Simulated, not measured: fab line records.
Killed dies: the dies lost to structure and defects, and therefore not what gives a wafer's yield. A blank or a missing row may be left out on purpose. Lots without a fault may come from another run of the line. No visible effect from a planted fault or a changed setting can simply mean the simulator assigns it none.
fab line records | flow nandHarc
record lots=12 wafers=36 lastDay=33
route steps=1302 shown P_GATE@131 END@1302
lots that met no fault: from a run of the same line without faults
startH: the number of hours between the record's first day and the start of the first shown wafer of the lot | waitH: how many hours have passed since the lot's step before this one | " identical to the entry in the row above | L1.1+2: several wafers, shown together as one row | - either no value or no given start | * or withheld: withheld | < > ~ a bound
route shown NAME@n: names a module that has steps shown in the file, with the first one's number in the route | usual: average and standard deviation across the fault-free wafers | same: alike in all rows | chamber/n: place in a boat | sites: the reading at each site | _std_site: how widely they spread, as a standard deviation | _edge_site: the outer-site mean with the inner-site mean subtracted | radiusMm: for every site, how far away it sits from the centre of the wafer | mask NAME#n: copy n | behind: the last tool/chamber to shape the wafer | hold: why the lot went on hold/how many hours it stayed there/how the hold came to an end | device: which transistor (n, p or np) failed to switch | end of line: tests run on the same wafers once the route is complete | where a step has no rows: the recipe by itself | killed: not the wafer's yield, but the dies lost to structure and defects at the first sort | map: the dies of a wafer, with x for killed, . for not killed, _ for no die there
set.NAME: setting as actually run; set.NAME@STEP: the setting as run at that earlier step | model.NAME: the simulator's own value behind a step, which no gauge read
steps of the route over a sample of lots; a table a step, a row a wafer
services: a tool's chamber out of use, with start hour (startH, from the record's first day; less than 0 if before it), hours out, and reason
## steps
# step NHARC_P_GATE_HM_DEP_102
# recipe targetThkA=1200 tempC=400 material=aC
# usual throttleValvePct=35.000/0.0091
# columns lot.wafer tool chamber startH waitH throttleValvePct
L712.2 aclDep-02 0 112.03 0.5 35.005
L712.3 " 0 " " 34.987
L712.5 " 0 " " 34.992
L711.2 aclDep-03 0 112.22 0.7 35.009
L711.4 " 0 " " 35.006
L711.6 " 0 " " 34.986
L717.1 aclDep-02 0 160.85 0.4 34.996
L717.3 " 0 " " 34.993
L717.6 " 0 " " 35.001
L716.1 aclDep-03 0 160.89 0.4 34.995
L716.2 " 0 " " 34.982
L716.3 " 0 " " 35.008
L718.2 aclDep-02 0 183.37 3.8 35.016
L718.4 " 0 " " 34.987
L718.6 " 0 " " 35.006
L719.2 aclDep-02 0 184.61 0.5 35.013
L719.4 " 0 " " 34.996
L719.5 " 0 " " 35.008
L722.4 aclDep-03 0 214.90 1.3 34.988
L722.5 " 0 " " 35.007
L722.6 " 0 " " 34.997
L729.3 aclDep-02 0 285.32 0.6 35.007
L729.4 " 0 " " 34.991
L729.5 " 0 " " 34.996
L730.3 aclDep-01 0 299.09 0.6 34.997
L730.5 " 0 " " 35.008
L730.6 " 0 " " 34.989
L731.1 aclDep-02 0 309.57 5.0 34.986
L731.2 " 0 " " 35.008
L731.6 " 0 " " 34.983
L732.2 aclDep-01 0 318.89 2.7 35.007
L732.5 " 0 " " 34.990
L732.6 " 0 " " 34.991
L733.3 aclDep-03 0 325.33 2.7 35.005
L733.4 " 0 " " 35.004
L733.6 " 0 " " 34.991
# step NHARC_P_GATE_OVL_MEAS_27
# usual overlayXNm=-0.4/0.59 overlayYNm=0.3/0.88
# columns lot.wafer tool chamber startH waitH overlayXNm overlayYNm
L712.2 overlay-02 - 113.35 - -1.9 -0.7
L712.3 " - " " -1.8 -0.3
L712.5 " - " " -0.8 -0.3
L711.2 overlay-01 - 113.64 - 0.6 0.5
L711.4 " - " " 0.6 0.6
L711.6 " - " " 0.1 0.9
L717.1 overlay-01 - 162.28 - 0.5 0.5
L717.3 " - " " 0.6 0.3
L717.6 " - " " 0.4 0.4
L716.1 overlay-02 - 162.44 - -0.4 0.2
L716.2 " - " " -0.2 0.2
L716.3 " - " " -0.7 0.1
L718.2 overlay-01 - 184.57 - -1.2 -1.7
L718.4 " - " " -0.5 -1.0
L718.6 " - " " -0.6 -1.2
L719.2 overlay-01 - 185.92 - -0.9 0.3
L719.4 " - " " -1.3 0.0
L719.5 " - " " -1.3 -0.1
L722.4 overlay-01 - 216.02 - 0.8 0.6
L722.5 " - " " 0.8 -0.1
L722.6 " - " " 0.9 0.8
L729.3 overlay-02 - 286.41 - 0.5 1.3
L729.4 " - " " 0.5 1.6
L729.5 " - " " 0.0 0.8
L730.3 overlay-01 - 300.31 - -0.7 2.3
L730.5 " - " " -0.9 2.4
L730.6 " - " " -0.7 2.4
L731.1 overlay-01 - 311.00 - -1.2 0.8
L731.2 " - " " -0.8 0.2
L731.6 " - " " -0.9 0.5
L732.2 overlay-02 - 320.21 - -0.6 0.0
L732.5 " - " " -0.2 0.0
L732.6 " - " " -0.4 -0.2
L733.3 overlay-01 - 326.57 - 0.1 -0.9
L733.4 " - " " -0.1 -0.2
L733.6 " - " " -0.7 -0.5
# step NHARC_P_GATE_HM_OPEN_105
# recipe targetDepthA=3600 o2FlowSccm=400 cosFlowSccm=20 arFlowSccm=0 rfW=500 biasW=300 chemistry=O2/COS
# usual drypumpMotorCurrentA=5.8/0.66 oesProductAu=0.998/0.0099 rfVppV=466.1/2.5 showerheadPlenumPTorr=3.07/0.11 throttleValvePct=28.331/0.0093
# columns lot.wafer tool chamber startH waitH drypumpMotorCurrentA oesProductAu rfHoursCounterH rfVppV showerheadPlenumPTorr throttleValvePct
L712.2 rieDiel-09 1 - - 5.4 0.994 8.4 467.4 3.12 28.336
L712.3 " 3 " " 5.2 0.991 7.8 465.8 3.07 28.336
L712.5 " 0 " " 4.9 0.990 - 464.0 2.94 28.330
L711.4 rieDiel-04 1 - - 5.7 0.984 5.6 462.2 2.94 28.328
L711.2 " 2 " " 5.8 1.010 3.7 468.9 3.22 28.342
L711.6 " 2 " " 5.8 0.997 - 469.8 3.22 28.341
L717.3 rieDiel-12 3 - - 5.9 1.004 1.9 462.4 2.94 28.327
L717.1 " 2 " " 6.7 0.996 3.9 464.8 3.05 28.325
L717.6 " 3 " " 5.9 1.012 - 463.1 2.94 28.339
L716.3 rieDiel-09 1 - - 5.5 1.001 0.1 466.5 3.12 28.340
L716.2 " 2 " " 6.4 0.991 0.1 469.7 3.18 28.334
L716.1 " 3 " " 5.2 0.985 0.1 464.0 3.07 28.329
L718.4 rieDiel-12 2 - - 6.7 0.995 5.5 467.2 3.05 28.338
L718.2 " 0 " " 6.6 0.994 6.5 468.8 3.22 28.319
L718.6 " 3 " " 5.9 1.001 - 462.3 2.93 28.318
L719.2 rieDiel-09 2 - - 6.4 1.006 2.5 467.1 3.18 28.323
L719.4 " 3 " " 5.2 0.995 2.0 465.4 3.07 28.316
L719.5 " 2 " " 6.3 1.004 - 468.6 3.18 28.335
L722.4 rieDiel-09 1 - - 5.4 0.990 3.2 467.0 3.12 28.324
L722.6 " 3 " " 5.2 1.004 - 466.0 3.06 28.335
L722.5 " 0 " " 5.0 0.997 - 461.7 2.94 28.333
L729.3 rieDiel-04 2 - - 5.8 0.995 5.7 469.7 3.22 28.324
L729.4 " 0 " " 5.7 1.008 6.2 469.2 3.14 28.332
L729.5 " 3 " " 6.6 0.983 - 465.9 3.07 28.337
L730.3 rieDiel-09 1 - - 5.4 1.000 6.9 467.4 3.12 28.339
L730.5 " 1 " " 5.4 0.995 - 467.9 3.12 28.332
L730.6 " 2 " " 6.4 1.002 - 468.2 3.18 28.325
L731.1 rieDiel-09 3 - - 5.2 0.989 8.9 465.6 3.06 28.344
L731.2 " 1 " " 5.4 0.990 7.6 466.3 3.12 28.320
L731.6 " 2 " " 6.4 0.992 - 466.9 3.18 28.356
L732.2 rieDiel-12 2 - - 6.8 0.991 2.7 465.7 3.04 28.332
L732.5 " 0 " " 6.6 1.013 - 469.2 3.22 28.336
L732.6 " 1 " " 4.7 1.010 - 462.4 2.92 28.346
L733.3 rieDiel-12 2 - - 6.7 0.997 2.8 466.7 3.04 28.342
L733.4 " 0 " " 6.6 0.996 2.6 468.7 3.22 28.331
L733.6 " 3 " " 5.9 0.978 - 463.0 2.93 28.324
# step NHARC_P_GATE_EXPOSE_43
# recipe na=0.6 targetCdNm=720 doseMj=14.81 maskId=P_NSD
# usual focusOffsetNm=0.0/0.57 stageVelMmS=499.97/0.27
# columns lot.wafer tool chamber startH waitH mask focusOffsetNm stageVelMmS
L712.2 krfScanner-02 0 124.96 - P_NSD#0 0.9 499.43
L712.3 " 0 " " P_NSD#0 0.8 500.01
L712.5 " 0 " " P_NSD#0 0.3 499.40
L711.2 krfScanner-04 0 125.40 - P_NSD#0 -0.6 500.24
L711.4 " 0 " " P_NSD#0 -1.1 500.41
L711.6 " 0 " " P_NSD#0 -0.1 500.10
L717.1 krfScanner-02 0 174.03 - P_NSD#0 0.7 499.71
L717.3 " 0 " " P_NSD#0 0.9 499.97
L717.6 " 0 " " P_NSD#0 0.1 499.85
L716.1 krfScanner-02 0 174.55 - P_NSD#0 0.8 499.62
L716.2 " 0 " " P_NSD#0 -1.3 499.77
L716.3 " 0 " " P_NSD#0 0.0 499.89
L718.2 krfScanner-04 0 196.23 - P_NSD_R1#0 0.3 499.84
L718.4 " 0 " " P_NSD_R1#0 -0.5 499.74
L718.6 " 0 " " P_NSD_R1#0 0.2 499.79
L719.2 krfScanner-01 0 197.65 - P_NSD#0 0.3 500.22
L719.4 " 0 " " P_NSD#0 0.5 500.04
L719.5 " 0 " " P_NSD#0 0.4 500.11
L722.4 krfScanner-01 0 227.78 - P_NSD#0 0.0 500.00
L722.5 " 0 " " P_NSD#0 0.7 500.00
L722.6 " 0 " " P_NSD#0 -0.4 499.98
L729.3 krfScanner-04 0 300.19 - P_NSD#0 0.1 499.63
L729.4 " 0 " " P_NSD#0 -1.0 499.91
L729.5 " 0 " " P_NSD#0 0.1 499.53
L730.3 krfScanner-04 0 312.14 - P_NSD#0 0.8 499.92
L730.5 " 0 " " P_NSD#0 0.0 500.33
L730.6 " 0 " " P_NSD#0 0.8 500.08
L731.1 krfScanner-04 0 322.78 - P_NSD#0 0.2 500.56
L731.2 " 0 " " P_NSD#0 1.0 500.58
L731.6 " 0 " " P_NSD#0 0.2 500.43
L732.2 krfScanner-04 0 331.81 - P_NSD#0 -0.4 500.33
L732.5 " 0 " " P_NSD#0 0.4 500.19
L732.6 " 0 " " P_NSD#0 0.1 500.26
L733.3 krfScanner-04 0 338.19 - P_NSD#0 0.1 500.19
L733.4 " 0 " " P_NSD#0 0.1 500.32
L733.6 " 0 " " P_NSD#0 0.5 499.91
# step NHARC_P_GATE_CD_MEAS_46
# recipe targetCdNm=720 landingEnergyEv=500
# usual cdNm=719.1/2.1
# columns lot.wafer tool chamber startH waitH hold cdNm
L712.2 cdSem-02 0 125.13 - - 716.9
L712.3 " 0 " " - 715.7
L712.5 " 0 " " - 718.7
L711.2 cdSem-02 0 125.56 - - 718.8
L711.4 " 0 " " - 718.4
L711.6 " 0 " " - 721.2
L717.1 cdSem-02 0 174.19 - - 720.7
L717.3 " 0 " " - 719.2
L717.6 " 0 " " - 716.5
L716.1 cdSem-01 0 174.71 - - 715.7
L716.2 " 0 " " - 715.9
L716.3 " 0 " " - 715.0
L718.2 cdSem-02 0 196.39 - awaitDispo/0.2h/release 694.1
L718.4 " 0 " " awaitDispo/0.2h/release 698.5
L718.6 " 0 " " awaitDispo/0.2h/release 696.1
L718.2 cdSem-02 0 - - - 694.0
L718.4 " 0 " " - 698.0
L718.6 " 0 " " - 696.4
L719.2 cdSem-02 0 197.80 - - 717.6
L719.4 " 0 " " - 716.3
L719.5 " 0 " " - 718.2
L722.4 cdSem-01 0 227.93 - - 717.8
L722.5 " 0 " " - 717.2
L722.6 " 0 " " - 718.1
L729.3 cdSem-03 0 300.36 - - 718.5
L729.4 " 0 " " - 720.2
L729.5 " 0 " " - 721.6
L730.3 cdSem-02 0 312.29 - - 721.1
L730.5 " 0 " " - 720.0
L730.6 " 0 " " - 721.6
L731.1 cdSem-02 0 322.94 - - 722.5
L731.2 " 0 " " - 720.4
L731.6 " 0 " " - 720.0
L732.2 cdSem-02 0 331.97 - - 717.1
L732.5 " 0 " " - 721.7
L732.6 " 0 " " - 718.7
L733.3 cdSem-03 0 338.34 - - 721.3
L733.4 " 0 " " - 718.2
L733.6 " 0 " " - 718.4
# step NHARC_END_SORT_01
# recipe tempC=25
# usual killedAtArray=55/12 killedAtOther=1.0/1.2 killedAtPeriphery=3.9/2.6 killedDies=60/12 killedOpen=3.3/1.9 killedShort=2.5/1.8
# same grossDies=677
# columns lot.wafer tool chamber startH waitH killedAtArray killedAtOther killedAtPeriphery killedDies killedOpen killedShort
L712.2 prober-01 0 564.28 2.8 58 0 4 62 3 1
L712.3 prober-01 0 565.07 3.1 52 0 1 53 3 7
L712.5 prober-01 0 566.65 3.7 56 0 8 64 0 1
L711.2 prober-01 0 576.23 2.8 66 0 2 68 2 1
L711.4 prober-01 0 577.84 3.4 70 1 3 74 2 3
L711.6 prober-01 0 579.45 4.0 72 0 2 74 1 2
L717.1 prober-01 0 631.41 2.5 47 1 5 53 3 0
L717.3 prober-01 0 632.99 3.1 62 1 1 64 0 0
L717.6 prober-01 0 635.37 4.0 57 1 5 63 1 3
L716.1 prober-02 0 640.49 2.5 47 0 5 52 3 1
L716.2 prober-02 0 641.29 2.8 46 3 6 55 2 2
L716.3 prober-02 0 642.08 3.1 51 4 7 62 4 3
L718.2 prober-01 0 649.63 2.8 58 2 1 61 2 1
L718.4 prober-01 0 651.21 3.4 51 4 3 58 4 2
L718.6 prober-01 0 652.79 4.0 58 1 4 63 6 1
L719.2 prober-02 0 654.64 2.8 57 2 8 67 9 5
L719.4 prober-02 0 656.24 3.4 51 4 14 69 7 3
L719.5 prober-02 0 657.04 3.7 54 1 4 59 6 2
L722.4 prober-01 0 674.40 3.4 48 1 1 50 3 5
L722.5 prober-01 0 675.21 3.7 38 0 5 43 6 1
L722.6 prober-01 0 676.02 4.0 41 0 1 42 4 1
L729.3 prober-02 0 746.71 3.1 38 0 0 38 3 2
L729.4 prober-02 0 747.53 3.5 38 0 6 44 3 6
L729.5 prober-02 0 748.35 3.8 43 0 1 44 6 6
L730.3 prober-01 0 763.95 3.1 58 0 7 65 2 1
L730.5 prober-01 0 765.57 3.7 50 1 6 57 6 1
L730.6 prober-01 0 766.37 4.0 57 1 5 63 5 0
L731.1 prober-02 0 766.97 2.5 44 1 3 48 3 6
L731.2 prober-02 0 767.76 2.8 50 2 1 53 4 6
L731.6 prober-02 0 770.92 4.0 56 2 4 62 5 5
L732.2 prober-02 0 777.66 2.8 75 0 3 78 1 3
L732.5 prober-02 0 780.04 3.7 61 0 4 65 3 4
L732.6 prober-02 0 780.83 4.0 66 0 3 69 3 2
L733.3 prober-01 0 778.46 3.1 56 0 4 60 4 2
L733.4 prober-01 0 779.26 3.4 66 0 8 74 3 1
L733.6 prober-01 0 780.86 4.0 59 0 3 62 5 2
# killed by level:class
L712.2 A_CHANNEL_HOLE_D1:chamberFilmFlake=28 A_CHANNEL_HOLE_D2:chamberFilmFlake=14 A_CONTACT:chamberFilmFlake=10 P_M1:chamberFilmFlake=2 A_WL_FILL:chamberFilmFlake=2 P_CONTACT:geometricParticle:open=1 P_M0:geometricParticle:open=1 A_DECK1_JOINT:geometricParticle:short=1
L712.3 A_CHANNEL_HOLE_D1:chamberFilmFlake=26 A_CHANNEL_HOLE_D2:chamberFilmFlake=7 A_STAIRCASE:chamberFilmFlake=4 A_CONTACT:chamberFilmFlake=4 A_CHANNEL_FILL_D1:geometricParticle:short=2 A_M0:geometricParticle:short=2 P_STI:geometricParticle:short=1 A_ONON_D1:geometricParticle:short=1
L712.5 A_CHANNEL_HOLE_D1:chamberFilmFlake=30 A_CHANNEL_HOLE_D2:chamberFilmFlake=10 A_CONTACT:chamberFilmFlake=6 P_M1:chamberFilmFlake=5 A_WL_FILL:chamberFilmFlake=4 A_STAIRCASE:chamberFilmFlake=3 P_ZERO_WELL:chamberFilmFlake=2 A_CHANNEL_FILL_D1:chamberFilmFlake=2
L711.2 A_CHANNEL_HOLE_D2:chamberFilmFlake=28 A_SLIT:chamberFilmFlake=24 A_STAIRCASE:chamberFilmFlake=5 A_CONTACT:chamberFilmFlake=3 A_CHANNEL_HOLE_D1:chamberFilmFlake=2 P_CONTACT:geometricParticle:open=1 A_CHANNEL_FILL_D2:geometricParticle:open=1 A_WL_FILL:geometricParticle:short=1
L711.4 A_CHANNEL_HOLE_D2:chamberFilmFlake=27 A_SLIT:chamberFilmFlake=26 A_CONTACT:chamberFilmFlake=5 A_STAIRCASE:chamberFilmFlake=4 P_ZERO_WELL:chamberFilmFlake=2 A_CHANNEL_HOLE_D1:chamberFilmFlake=2 P_STI:geometricParticle:open=1 A_ONON_D1:geometricParticle:short=1
L711.6 A_SLIT:chamberFilmFlake=28 A_CHANNEL_HOLE_D2:chamberFilmFlake=25 A_CONTACT:chamberFilmFlake=11 A_STAIRCASE:chamberFilmFlake=3 A_CHANNEL_HOLE_D1:chamberFilmFlake=2 A_ONON_D1:geometricParticle:open=1 A_ONON_D1:geometricParticle:short=1 A_CHANNEL_FILL_D1:geometricParticle:short=1
L717.1 A_CHANNEL_HOLE_D1:chamberFilmFlake=24 A_CHANNEL_HOLE_D2:chamberFilmFlake=13 P_BONDPAD:chamberFilmFlake=3 A_CONTACT:chamberFilmFlake=3 A_BONDPAD:chamberFilmFlake=3 A_ONON_D1:geometricParticle:open=1 A_DECK1_JOINT:geometricParticle:open=1 A_M0:geometricParticle:open=1
L717.3 A_CHANNEL_HOLE_D1:chamberFilmFlake=34 A_CHANNEL_HOLE_D2:chamberFilmFlake=14 A_STAIRCASE:chamberFilmFlake=4 A_CONTACT:chamberFilmFlake=3 A_BONDPAD:chamberFilmFlake=3 A_CHANNEL_FILL_D2:chamberFilmFlake=2 P_BONDPAD:chamberFilmFlake=1 A_SLIT:chamberFilmFlake=1
L717.6 A_CHANNEL_HOLE_D1:chamberFilmFlake=31 A_CHANNEL_HOLE_D2:chamberFilmFlake=14 P_BONDPAD:chamberFilmFlake=5 A_WL_FILL:chamberFilmFlake=2 A_CONTACT:chamberFilmFlake=2 A_CHANNEL_FILL_D1:geometricParticle:short=1 A_ONON_D2:geometricParticle:short=1 A_CHANNEL_FILL_D2:geometricParticle:short=1
L716.1 A_CHANNEL_HOLE_D2:chamberFilmFlake=28 A_CONTACT:chamberFilmFlake=6 A_DECK1_JOINT:chamberFilmFlake=4 A_CHANNEL_HOLE_D1:chamberFilmFlake=3 P_BONDPAD:chamberFilmFlake=2 P_M0:geometricParticle:open=1 A_ONON_D2:geometricParticle:open=1 A_CHANNEL_FILL_D2:geometricParticle:open=1
L716.2 A_CHANNEL_HOLE_D2:chamberFilmFlake=25 A_CONTACT:chamberFilmFlake=6 A_CHANNEL_HOLE_D1:chamberFilmFlake=5 THIN_TSV:chamberFilmFlake=3 P_STI:chamberFilmFlake=2 P_GATE:chamberFilmFlake=2 A_STAIRCASE:chamberFilmFlake=2 A_WL_FILL:chamberFilmFlake=2
L716.3 A_CHANNEL_HOLE_D2:chamberFilmFlake=34 A_CHANNEL_HOLE_D1:chamberFilmFlake=4 THIN_TSV:chamberFilmFlake=4 P_BONDPAD:chamberFilmFlake=3 A_CONTACT:chamberFilmFlake=3 A_WL_FILL:geometricParticle:short=2 P_GATE:chamberFilmFlake=2 A_WL_FILL:chamberFilmFlake=2
L718.2 A_CHANNEL_HOLE_D1:chamberFilmFlake=25 A_CHANNEL_HOLE_D2:chamberFilmFlake=22 A_CONTACT:chamberFilmFlake=3 A_DECK1_JOINT:chamberFilmFlake=2 A_CHANNEL_FILL_D2:chamberFilmFlake=2 A_STAIRCASE:chamberFilmFlake=2 THIN_TSV:chamberFilmFlake=2 P_CONTACT:geometricParticle:open=1
L718.4 A_CHANNEL_HOLE_D1:chamberFilmFlake=25 A_CHANNEL_HOLE_D2:chamberFilmFlake=11 A_STAIRCASE:chamberFilmFlake=4 THIN_TSV:chamberFilmFlake=4 A_CHANNEL_FILL_D1:geometricParticle:open=2 A_DECK1_JOINT:chamberFilmFlake=2 A_WL_FILL:chamberFilmFlake=2 A_CONTACT:chamberFilmFlake=2
L718.6 A_CHANNEL_HOLE_D1:chamberFilmFlake=29 A_CHANNEL_HOLE_D2:chamberFilmFlake=20 A_CONTACT:chamberFilmFlake=4 P_GATE:geometricParticle:open=2 A_ONON_D2:geometricParticle:open=2 P_GATE:geometricParticle:short=1 P_M1:geometricParticle:open=1 A_ONON_D1:geometricParticle:open=1
L719.2 A_SLIT:chamberFilmFlake=23 A_CHANNEL_HOLE_D2:chamberFilmFlake=13 A_CONTACT:chamberFilmFlake=4 A_ONON_D1:geometricParticle:open=3 A_CHANNEL_HOLE_D1:chamberFilmFlake=3 A_ONON_D1:geometricParticle:short=2 P_STI:chamberFilmFlake=2 P_CONTACT:chamberFilmFlake=2
L719.4 A_SLIT:chamberFilmFlake=20 A_CHANNEL_HOLE_D2:chamberFilmFlake=14 A_CHANNEL_HOLE_D1:chamberFilmFlake=5 P_CONTACT:chamberFilmFlake=4 A_CONTACT:chamberFilmFlake=4 THIN_TSV:chamberFilmFlake=4 P_GATE:geometricParticle:open=3 P_M2:chamberFilmFlake=3
L719.5 A_SLIT:chamberFilmFlake=30 A_CHANNEL_HOLE_D2:chamberFilmFlake=12 A_ONON_D2:geometricParticle:open=2 P_CONTACT:chamberFilmFlake=2 A_CONTACT:chamberFilmFlake=2 P_M0:geometricParticle:open=1 A_SOURCE_PLATE:geometricParticle:open=1 A_ONON_D1:geometricParticle:open=1
L722.4 A_CHANNEL_HOLE_D1:chamberFilmFlake=28 A_CONTACT:chamberFilmFlake=8 A_M0:chamberFilmFlake=2 P_M2:geometricParticle:open=1 A_ONON_D1:geometricParticle:open=1 A_CHANNEL_FILL_D1:geometricParticle:short=1 A_ONON_D2:geometricParticle:short=1 A_WL_FILL:geometricParticle:short=1
L722.5 A_CHANNEL_HOLE_D1:chamberFilmFlake=23 A_CONTACT:chamberFilmFlake=7 P_M0:geometricParticle:open=3 A_SLIT:chamberFilmFlake=2 A_STAIRCASE:chamberFilmFlake=2 P_GATE:geometricParticle:short=1 P_CONTACT:geometricParticle:open=1 A_CHANNEL_FILL_D1:geometricParticle:open=1
L722.6 A_CHANNEL_HOLE_D1:chamberFilmFlake=28 A_CONTACT:chamberFilmFlake=6 P_M0:geometricParticle:open=1 A_DECK1_JOINT:geometricParticle:open=1 A_WL_FILL:geometricParticle:open=1 A_WL_FILL:geometricParticle:short=1 A_CONTACT:geometricParticle:open=1 A_CHANNEL_FILL_D1:chamberFilmFlake=1
L729.3 A_CHANNEL_HOLE_D1:chamberFilmFlake=10 A_CONTACT:chamberFilmFlake=9 A_STAIRCASE:chamberFilmFlake=4 A_SLIT:chamberFilmFlake=4 A_ZERO_WELL:chamberFilmFlake=2 A_WL_FILL:chamberFilmFlake=2 A_CHANNEL_FILL_D1:geometricParticle:open=1 A_DECK1_JOINT:geometricParticle:open=1
L729.4 A_CHANNEL_HOLE_D1:chamberFilmFlake=13 A_CONTACT:chamberFilmFlake=10 A_SLIT:chamberFilmFlake=4 P_GATE:geometricParticle:short=3 A_STAIRCASE:chamberFilmFlake=3 A_DECK1_JOINT:chamberFilmFlake=2 A_WL_FILL:chamberFilmFlake=2 P_CONTACT:geometricParticle:open=1
L729.5 A_CONTACT:chamberFilmFlake=10 A_CHANNEL_HOLE_D1:chamberFilmFlake=7 A_SLIT:chamberFilmFlake=6 A_CHANNEL_FILL_D2:geometricParticle:short=4 A_DECK1_JOINT:chamberFilmFlake=3 A_STAIRCASE:chamberFilmFlake=3 A_WL_FILL:geometricParticle:short=2 A_WL_FILL:geometricParticle:open=2
L730.3 A_SLIT:chamberFilmFlake=34 A_CHANNEL_HOLE_D1:chamberFilmFlake=10 A_STAIRCASE:chamberFilmFlake=6 A_CONTACT:chamberFilmFlake=5 P_M1:chamberFilmFlake=4 A_WL_FILL:chamberFilmFlake=2 P_GATE:geometricParticle:open=1 P_M0:geometricParticle:open=1
L730.5 A_SLIT:chamberFilmFlake=26 A_CHANNEL_HOLE_D1:chamberFilmFlake=7 A_STAIRCASE:chamberFilmFlake=7 P_ZERO_WELL:chamberFilmFlake=2 P_M1:chamberFilmFlake=2 P_GATE:geometricParticle:open=1 A_CHANNEL_FILL_D1:geometricParticle:open=1 A_ONON_D2:geometricParticle:open=1
L730.6 A_SLIT:chamberFilmFlake=29 A_STAIRCASE:chamberFilmFlake=11 A_CHANNEL_HOLE_D1:chamberFilmFlake=8 P_GATE:chamberFilmFlake=4 A_ONON_D1:geometricParticle:open=2 A_CHANNEL_FILL_D1:geometricParticle:open=2 A_CONTACT:chamberFilmFlake=2 A_SGD_CUT:geometricParticle:open=1
L731.1 A_CHANNEL_HOLE_D2:chamberFilmFlake=25 A_SLIT:chamberFilmFlake=4 A_WL_FILL:geometricParticle:short=3 P_STI:chamberFilmFlake=2 A_CONTACT:chamberFilmFlake=2 A_ONON_D1:geometricParticle:open=1 A_CHANNEL_FILL_D1:geometricParticle:open=1 A_CHANNEL_FILL_D1:geometricParticle:short=1
L731.2 A_CHANNEL_HOLE_D2:chamberFilmFlake=23 A_SLIT:chamberFilmFlake=7 A_ZERO_WELL:chamberFilmFlake=3 A_CONTACT:chamberFilmFlake=3 A_STAIRCASE:chamberFilmFlake=3 A_WL_FILL:geometricParticle:short=2 A_WL_FILL:geometricParticle:open=2 A_M0:geometricParticle:short=2
L731.6 A_CHANNEL_HOLE_D2:chamberFilmFlake=34 A_SLIT:chamberFilmFlake=6 A_CONTACT:chamberFilmFlake=5 A_DECK1_JOINT:geometricParticle:short=2 A_WL_FILL:geometricParticle:short=2 A_STAIRCASE:chamberFilmFlake=2 THIN_TSV:chamberFilmFlake=2 P_CONTACT:geometricParticle:open=1
L732.2 A_CHANNEL_HOLE_D2:chamberFilmFlake=30 A_CHANNEL_HOLE_D1:chamberFilmFlake=18 A_CONTACT:chamberFilmFlake=11 A_STAIRCASE:chamberFilmFlake=6 A_SLIT:chamberFilmFlake=4 A_DECK1_JOINT:chamberFilmFlake=3 P_GATE:chamberFilmFlake=2 P_M1:geometricParticle:short=1
L733.3 A_SLIT:chamberFilmFlake=30 A_CHANNEL_HOLE_D1:chamberFilmFlake=8 A_STAIRCASE:chamberFilmFlake=6 A_CONTACT:chamberFilmFlake=5 A_ONON_D2:geometricParticle:open=2 P_M0:chamberFilmFlake=2 P_GATE:geometricParticle:open=1 A_ONON_D2:geometricParticle:short=1
L733.4 A_SLIT:chamberFilmFlake=31 A_STAIRCASE:chamberFilmFlake=11 A_CHANNEL_HOLE_D1:chamberFilmFlake=10 A_CHANNEL_FILL_D1:chamberFilmFlake=9 P_M0:chamberFilmFlake=3 A_CONTACT:chamberFilmFlake=3 P_GATE:geometricParticle:open=2 P_CONTACT:geometricParticle:open=1
L732.5 A_CHANNEL_HOLE_D2:chamberFilmFlake=28 A_CHANNEL_HOLE_D1:chamberFilmFlake=11 A_CONTACT:chamberFilmFlake=8 A_SLIT:chamberFilmFlake=5 A_CHANNEL_FILL_D2:geometricParticle:open=2 P_GATE:chamberFilmFlake=2 A_STAIRCASE:chamberFilmFlake=2 P_CONTACT:geometricParticle:short=1
L732.6 A_CHANNEL_HOLE_D2:chamberFilmFlake=26 A_CONTACT:chamberFilmFlake=12 A_CHANNEL_HOLE_D1:chamberFilmFlake=11 A_SLIT:chamberFilmFlake=7 A_DECK1_JOINT:chamberFilmFlake=4 P_GATE:chamberFilmFlake=2 A_STAIRCASE:chamberFilmFlake=2 P_M1:geometricParticle:short=1
L733.6 A_SLIT:chamberFilmFlake=31 A_CHANNEL_HOLE_D1:chamberFilmFlake=11 A_STAIRCASE:chamberFilmFlake=3 A_CONTACT:chamberFilmFlake=3 A_WL_FILL:geometricParticle:open=2 A_WL_FILL:chamberFilmFlake=2 A_ONON_D2:geometricParticle:open=1 A_CHANNEL_FILL_D2:geometricParticle:short=1
## services
# columns tool chamber startH hours kind
krfScanner-04 - 91.38 9.3 repair
rieDiel-12 - 91.40 9.0 pm
krfScanner-02 - 94.00 4.0 pm
rieDiel-04 2 97.48 4.4 repair
rieDiel-04 0 100.26 5.4 repair
rieDiel-12 3 105.20 9.5 repair
rieDiel-12 1 115.62 12.3 repair
aclDep-03 - 121.72 13.0 pm
rieDiel-04 1 132.70 1.3 repair
rieDiel-12 3 139.04 2.6 repair
krfScanner-01 - 140.00 4.0 pm
rieDiel-09 - 143.10 9.0 pm
rieDiel-12 1 165.31 4.3 repair
krfScanner-04 - 182.00 4.0 pm
krfScanner-04 - 211.18 2.6 repair
aclDep-02 - 242.23 13.0 pm
krfScanner-02 - 266.00 4.0 pm
rieDiel-12 - 268.40 9.0 pm
krfScanner-02 - 272.33 0.8 repair
rieDiel-12 0 288.66 8.2 repair
aclDep-03 - 302.83 13.0 pm
rieDiel-09 0 309.45 8.7 repair
rieDiel-09 - 320.10 9.0 pm
rieDiel-09 1 334.70 35.7 repair
## key
firstSign step=NHARC_P_GATE_EXPOSE_43 reading=mask direction=changed
effect step=NHARC_P_GATE_CD_MEAS_46 reading=visit direction=added
effect step=NHARC_P_GATE_CD_MEAS_46 reading=cdNm direction=down sigmas=11 usual=719.1 struck=696.2
metAt NHARC_P_GATE_EXPOSE_43
struckLots L718
testerLeftOut L718
notActingAt NHARC_P_GATE_HM_DEP_102,NHARC_P_GATE_OVL_MEAS_27,NHARC_P_GATE_HM_OPEN_105
onsetBetween 125.40 196.23
fault kind=wrongMask tool=any chamber=- onsetH=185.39 steps=NHARC_P_GATE_EXPOSE_43 auxCopy=P_NSD_R1#0 cdOffsetNm=-21.609 scope=struckLotsOnly
# testerLeftOut: of these lots the tester's yield and bins aren't shown, on N5 and GAA mostly nor the transistor test; their killed dies are dies lost to structure and defects alone, not to doping, threshold or leakage, so they don't give the yield
